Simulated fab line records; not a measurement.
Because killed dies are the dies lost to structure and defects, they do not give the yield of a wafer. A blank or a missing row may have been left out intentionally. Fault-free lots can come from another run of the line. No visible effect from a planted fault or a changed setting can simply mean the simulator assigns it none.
Chamber matching    flow nandHarc    4 sister chambers for NHARC_A_M1_ETCH_35 on rieDiel-08
The step etches the open film in N2/H2, target depth 40 nm, overetch 12 nm, time 43.94 s. 14 wafers are shown with their chamber, then 7 later ones without.

WAFERS, EACH WITH ITS CHAMBER
wafer   chamber  drypumpMotorCurrentA (A)  rfVppV (V)  oesProductAu (a.u.)
L079.2  0        5.7                       428.2       1.013
L079.4  1        5.1                       427.6       0.997
L079.5  2        5.1                       431.1       1.001
L082.1  3        5.5                       433.6       0.996
L082.2  2        5.1                       431.2       0.992
L082.4  1        5.1                       427.7       0.971
L087.1  1        5.1                       427.4       0.979
L087.5  0        5.7                       428.4       0.996
L087.6  2        5.0                       431.5       1.011
L088.1  1        5.1                       427.7       0.991
L088.5  1        5.1                       428.0       0.997
L088.6  2        5.1                       431.5       1.008
L090.1  3        5.5                       433.6       1.008
L090.4  2        5.0                       430.3       1.009

SIGNATURES, as means of the wafers listed above
reading               chamber 0  chamber 1  chamber 2  chamber 3  scatter within a chamber
drypumpMotorCurrentA  5.700      5.100      5.060      5.500      0.0346
rfVppV                428.300    427.680    431.120    433.600    0.343
oesProductAu          1.00450    0.98700    1.00420    1.00200    0.00998
Rule: a wafer's distance from a chamber is the root of the sum, over the readings, of the square of ((its reading less the chamber's mean) divided by the reading's scatter). If the next closest chamber is less than 2 further off than the closest, the wafer can't be placed; otherwise it belongs to the closest. The scatter: take each reading less its chamber's mean, square it, sum over the shown wafers, divide by the number of wafers less the number of chambers, and take the root.

WAFERS MISSING THEIR CHAMBER
wafer   drypumpMotorCurrentA (A)  rfVppV (V)  oesProductAu (a.u.)
L090.5  5.1                       431.6       1.016
L095.3  5.1                       430.9       0.990
L095.4  5.1                       428.1       0.999
L095.6  5.1                       431.4       0.993
L096.1  5.5                       432.8       1.012
L096.2  5.7                       428.9       1.000
L096.6  5.1                       432.1       0.994

WHICH CHAMBER EACH WENT THROUGH
wafer   from the rows above  in truth
L090.5  2                    2
L095.3  2                    2
L095.4  1                    1
L095.6  2                    2
L096.1  3                    3
L096.2  0                    0
L096.6  2                    2
Correctly placed: 7 of 7. From these rows, 0 cannot be placed. Wrongly placed: 0.
